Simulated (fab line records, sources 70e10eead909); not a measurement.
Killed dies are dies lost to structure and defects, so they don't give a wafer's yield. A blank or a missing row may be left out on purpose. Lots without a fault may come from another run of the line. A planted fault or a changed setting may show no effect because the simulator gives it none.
fab line records | flow nand_harc
record lots=11 wafers=33 last_day=33
route steps=1302 shown P_M0@267 P_M1@292
lots that met no fault: from a run of the same line without faults
start_h: hours from the record's first day to the start of the lot's first wafer shown | wait_h: hours since the lot's step before | " the same as in the row above | L1.1+2: a row that stands for several wafers | - no value, or no start given | * or withheld: withheld | < > ~ a bound
route shown NAME@n: a module of which the file shows steps, and the number in the route of the first | usual: mean/standard deviation of fault-free wafers | same: alike in all rows | chamber/n: place in a boat | sites: the reading at each site | _std_site: their standard deviation | _edge_site: outer sites' mean less inner sites' | radius_mm: how far each site lies from the wafer's centre | mask NAME#n: copy n | behind: the tool/chamber that last shaped the wafer | hold: why the lot was held/for how many hours/how that ended | device: the transistor (n, p or np) that didn't switch | end of line: the same wafers' tests at the end of the route | a step without rows: its recipe alone | killed: dies lost to structure and defects at the first sort, not the wafer's yield | map: a wafer's dies, x killed, . not, _ none there
set.NAME: the setting as run; set.NAME@STEP: as run at that earlier step | model.NAME: the simulator's own value behind a step, which no gauge read
steps of the route over a sample of lots; a table a step, a row a wafer
services: from which hour (start_h, from the record's first day; less than 0 if before it) a tool's chamber was out of use, for how many hours, and why
## steps
# step NHARC_P_M0_ETCH_34
# recipe target_depth_a=400 overetch_a=120 time_s=43.94 ion_energy_ev=200 n2_flow_sccm=150 h2_flow_sccm=150 ar_flow_sccm=0 rf_w=400 bias_w=150 chemistry=N2/H2
# usual drypump_motor_current_A=5.65/0.19 oes_product_au=1.000/0.0081 rf_vpp_V=429.5/2.7 showerhead_plenum_p_Torr=2.00/0.091 throttle_valve_pct=14.171/0.0086
# columns lot.wafer tool chamber start_h wait_h drypump_motor_current_A oes_product_au rf_hours_counter_h rf_vpp_V showerhead_plenum_p_Torr throttle_valve_pct
L949.4 rie_diel-08 3 115.05 0.1 5.92 1.005 37 428.9 2.02 14.182
L949.6 " 3 " " 5.92 0.994 - 430.5 2.02 14.165
L949.5 " 0 " " 5.77 1.012 - 427.7 1.92 14.153
L950.1 rie_diel-01 2 133.44 0.1 6.11 0.992 30 429.7 1.97 14.161
L950.6 " 2 " " 6.12 0.995 - 428.8 1.97 14.176
L950.5 " 3 " " 5.69 1.008 - 430.5 1.99 14.180
L952.1 rie_diel-01 1 146.57 0.1 6.09 1.015 34 431.1 2.03 14.173
L952.4 " 2 " " 6.10 0.979 35 427.6 1.97 14.167
L952.6 " 0 " " 5.52 0.996 - 430.5 2.02 14.172
L955.3 rie_diel-01 1 183.00 0.1 6.09 1.010 46 430.8 2.03 14.161
L955.2 " 3 " " 5.64 0.998 54 429.0 1.99 14.191
L955.6 " 0 " " 5.48 0.999 - 430.0 2.02 14.173
L956.3 rie_diel-05 0 186.44 0.1 5.50 0.988 20 429.5 2.05 14.174
L956.1 " 1 " " 5.44 0.991 19 434.1 2.13 14.169
L956.5 " 2 " " 5.71 0.996 - 427.4 1.90 14.166
L957.4 rie_diel-05 1 201.30 0.1 5.44 1.003 22 433.1 2.13 14.164
L957.2 " 2 " " 5.73 1.004 21 427.4 1.90 14.175
L957.5 " 3 " " 5.66 0.987 - 427.8 1.94 14.176
L958.1 rie_diel-05 2 207.65 0.1 5.71 0.996 22 427.4 1.90 14.185
L958.4 " 3 " " 5.65 0.987 22 427.5 1.94 14.174
L958.2 " 0 " " 5.47 1.009 23 430.4 2.05 14.146
L965.2 rie_diel-08 1 284.00 0.1 5.49 1.013 37 434.2 2.20 14.174
L965.1 " 0 " " 5.77 0.994 34 426.4 1.90 14.181
L965.6 " 1 " " 5.49 1.018 - 435.4 2.20 14.173
L968.2 rie_diel-05 1 317.47 0.1 5.45 1.001 16 432.8 2.12 14.172
L968.5 " 2 " " 5.71 1.003 - 426.0 1.89 14.175
L968.6 " 3 " " 5.67 0.995 - 427.8 1.93 14.178
L970.3 rie_diel-08 0 326.14 0.1 5.75 0.983 45 426.6 1.90 14.168
L970.1 " 3 " " 5.94 0.996 37 429.7 1.99 14.176
L970.6 " 1 " " 5.49 1.016 - 435.2 2.20 14.165
L971.1 rie_diel-05 3 341.98 0.1 5.65 0.992 20 426.5 1.93 14.179
L971.3 " 0 " " 5.51 0.997 20 430.3 2.04 14.166
L971.2 " 2 " " 5.72 1.003 23 425.4 1.89 14.167
# step NHARC_P_M0_PVD_20
# recipe target_thk_a=50 bias_v=168.6 power_w=15000 chamber_pressure_pa=0.12 time_s=8.06 substrate_temp_c=50 material=TaN
# usual throttle_valve_pct=29.8/1.2
# columns lot.wafer tool chamber start_h wait_h throttle_valve_pct
L949.4 pvd_sputter-03 - - - 30.7
L949.6 " - " " 30.2
L949.5 " - " " 27.2
L950.1 pvd_sputter-01 - - - 28.7
L950.6 " - " " 30.6
L950.5 " - " " 30.0
L952.4 pvd_sputter-03 - - - 30.5
L952.1 " - " " 30.5
L952.6 " - " " 30.5
L955.3 pvd_sputter-01 - - - 28.6
L955.2 " - " " 30.1
L955.6 " - " " 31.2
L956.1 pvd_sputter-01 - - - 30.7
L956.3 " - " " 28.7
L956.5 " - " " 30.5
L957.4 pvd_sputter-01 - - - 30.4
L957.2 " - " " 30.6
L957.5 " - " " 30.3
L958.4 pvd_sputter-03 - - - 30.1
L958.2 " - " " 27.6
L958.1 " - " " 30.2
L965.2 pvd_sputter-03 - - - 30.3
L965.1 " - " " 30.3
L965.6 " - " " 30.6
L968.2 pvd_sputter-02 - - - 27.3
L968.5 " - " " 30.4
L968.6 " - " " 27.5
L970.1 pvd_sputter-03 - - - 30.4
L970.3 " - " " 30.3
L970.6 " - " " 27.8
L971.3 pvd_sputter-01 - - - 30.6
L971.1 " - " " 32.0
L971.2 " - " " 28.5
# step NHARC_P_M0_PVD_21
# recipe target_thk_a=300 chamber_pressure_pa=5 power_w=5000 substrate_temp_c=30 time_s=20.49 material=Cu
# usual throttle_valve_pct=29.8/1.2
# columns lot.wafer tool chamber start_h wait_h throttle_valve_pct
L949.4 pvd_sputter-03 - - - 27.5
L949.6 " - " " 30.7
L949.5 " - " " 30.0
L950.1 pvd_sputter-01 - - - 28.9
L950.6 " - " " 30.3
L950.5 " - " " 31.5
L952.4 pvd_sputter-03 - - - 27.4
L952.1 " - " " 30.4
L952.6 " - " " 30.9
L955.3 pvd_sputter-01 - - - 30.0
L955.2 " - " " 28.6
L955.6 " - " " 29.8
L956.1 pvd_sputter-01 - - - 31.2
L956.3 " - " " 30.4
L956.5 " - " " 31.1
L957.2 pvd_sputter-01 - - - 30.6
L957.4 " - " " 31.3
L957.5 " - " " 30.9
L958.2 pvd_sputter-03 - - - 27.7
L958.4 " - " " 30.7
L958.1 " - " " 30.3
L965.2 pvd_sputter-03 - - - 30.3
L965.1 " - " " 30.1
L965.6 " - " " 30.6
L968.2 pvd_sputter-02 - - - 29.4
L968.5 " - " " 31.4
L968.6 " - " " 30.8
L970.3 pvd_sputter-03 - - - 30.4
L970.1 " - " " 27.7
L970.6 " - " " 30.3
L971.1 pvd_sputter-01 - - - 32.2
L971.2 " - " " 28.8
L971.3 " - " " 30.4
# step NHARC_P_M1_EXPOSE_06
# recipe na=1.35 target_cd_nm=130 dose_mj=81.88 mask_id=P_M1
# same na=1.35
# columns lot.wafer tool chamber start_h wait_h mask
L949.4+5+6 arfi_scanner-03 0 118.70 - P_M1#0
L950.1+5+6 arfi_scanner-01 0 137.06 - P_M1#0
L952.1+4+6 arfi_scanner-02 0 150.21 - P_M1#0
L955.2+3+6 arfi_scanner-03 0 186.65 - P_M1#0
L956.1+3+5 arfi_scanner-03 0 190.00 - P_M1#0
L957.2+4+5 arfi_scanner-01 0 204.94 - P_M1#0
L958.1+2+4 arfi_scanner-03 0 211.29 - P_M1#0
L965.1+2+6 arfi_scanner-03 0 287.66 - P_M1#0
L968.2+5+6 arfi_scanner-03 0 321.81 - P_M1#0
L970.1+3+6 arfi_scanner-01 0 329.69 - P_M1#0
L971.1+2+3 arfi_scanner-03 0 345.74 - P_M1#0
# step NHARC_P_M1_CD_MEAS_09
# recipe target_cd_nm=130 landing_energy_ev=500
# usual cd_nm=129.9/0.6
# columns lot.wafer tool chamber start_h wait_h cd_nm
L949.4 cd_sem-02 0 118.85 - 130.1
L949.5 " 0 " " 130.3
L949.6 " 0 " " 130.0
L950.1 cd_sem-02 0 137.20 - 129.0
L950.5 " 0 " " 129.5
L950.6 " 0 " " 128.7
L952.1 cd_sem-01 0 150.35 - 130.1
L952.4 " 0 " " 129.4
L952.6 " 0 " " 129.7
L955.2 cd_sem-03 0 186.79 - 130.3
L955.3 " 0 " " 129.4
L955.6 " 0 " " 130.2
L956.1 cd_sem-03 0 190.13 - 129.7
L956.3 " 0 " " 130.1
L956.5 " 0 " " 130.6
L957.2 cd_sem-01 0 205.08 - 129.7
L957.4 " 0 " " 130.9
L957.5 " 0 " " 130.1
L958.1 cd_sem-03 0 211.43 - 129.9
L958.2 " 0 " " 130.2
L958.4 " 0 " " 129.4
L965.1 cd_sem-02 0 287.80 - 129.8
L965.2 " 0 " " 129.5
L965.6 " 0 " " 130.9
L968.2 cd_sem-03 0 321.95 - -
L968.5 " 0 " " -
L968.6 " 0 " " -
L970.1 cd_sem-03 0 329.83 - 130.1
L970.3 " 0 " " 129.7
L970.6 " 0 " " 130.4
L971.1 cd_sem-03 0 345.88 - -
L971.2 " 0 " " -
L971.3 " 0 " " -
# step NHARC_P_M1_CD_MEAS_16
# usual cd_nm=129.8/0.66
# columns lot.wafer tool chamber start_h wait_h cd_nm
L949.4 cd_sem-02 - 119.34 - 129.7
L949.5 " - " " 130.1
L949.6 " - " " 130.2
L950.1 cd_sem-02 - 137.70 - 128.5
L950.5 " - " " 129.4
L950.6 " - " " 128.6
L952.1 cd_sem-03 - 150.84 - 129.7
L952.4 " - " " 129.7
L952.6 " - " " 129.7
L955.2 cd_sem-03 - 187.29 - 130.2
L955.3 " - " " 128.4
L955.6 " - " " 129.5
L956.1 cd_sem-02 - 190.63 - 129.4
L956.3 " - " " 130.1
L956.5 " - " " 129.7
L957.2 cd_sem-02 - 205.61 - 129.4
L957.4 " - " " 130.7
L957.5 " - " " 129.6
L958.1 cd_sem-02 - 212.06 - 130.0
L958.2 " - " " 129.2
L958.4 " - " " 129.9
L965.1 cd_sem-02 - 288.29 - 130.1
L965.2 " - " " 129.4
L965.6 " - " " 130.5
L968.2 cd_sem-02 - 322.49 - -
L968.5 " - " " -
L968.6 " - " " -
L970.1 cd_sem-01 - 330.32 - 129.8
L970.3 " - " " 129.7
L970.6 " - " " 129.8
L971.1 cd_sem-01 - 346.41 - -
L971.2 " - " " -
L971.3 " - " " -
## services
# columns tool chamber start_h hours kind
pvd_sputter-02 - 104.00 10.0 pm
rie_diel-01 2 117.78 10.0 repair
arfi_scanner-03 - 122.64 22.2 repair
pvd_sputter-02 - 150.08 10.1 repair
pvd_sputter-03 - 183.25 10.0 pm
arfi_scanner-01 - 186.35 3.7 repair
pvd_sputter-02 - 187.23 2.3 repair
rie_diel-08 - 193.53 9.0 pm
pvd_sputter-02 - 202.97 0.8 repair
rie_diel-01 - 205.61 9.0 pm
pvd_sputter-01 - 209.65 0.5 repair
arfi_scanner-03 - 225.67 4.0 pm
pvd_sputter-01 - 226.00 10.0 pm
rie_diel-05 - 229.60 9.0 pm
rie_diel-08 2 244.04 7.6 repair
arfi_scanner-01 - 252.00 4.0 pm
arfi_scanner-01 - 259.83 6.5 repair
rie_diel-01 1 261.34 14.6 repair
rie_diel-01 3 274.94 3.1 repair
arfi_scanner-03 - 280.09 6.4 repair
rie_diel-08 - 284.16 1.4 repair
arfi_scanner-01 - 308.71 0.7 repair
rie_diel-01 - 309.30 0.6 repair
rie_diel-08 - 334.32 0.7 repair
## key
first_sign step=NHARC_P_M1_CD_MEAS_09 reading=cd_nm direction=missing
effect step=NHARC_P_M1_CD_MEAS_16 reading=cd_nm direction=missing
met_at NHARC_P_M1_EXPOSE_06
struck_lots L968,L971
not_acting_at NHARC_P_M0_ETCH_34,NHARC_P_M0_PVD_20,NHARC_P_M0_PVD_21
onset_between 287.66 321.81
fault kind=process_parameter_drift tool=arfi_scanner-03 chamber=- onset_h=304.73 steps=NHARC_P_M1_EXPOSE_06 channel=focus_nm offset=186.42 spread_by_wafer=0.3 shape=step end_h=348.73
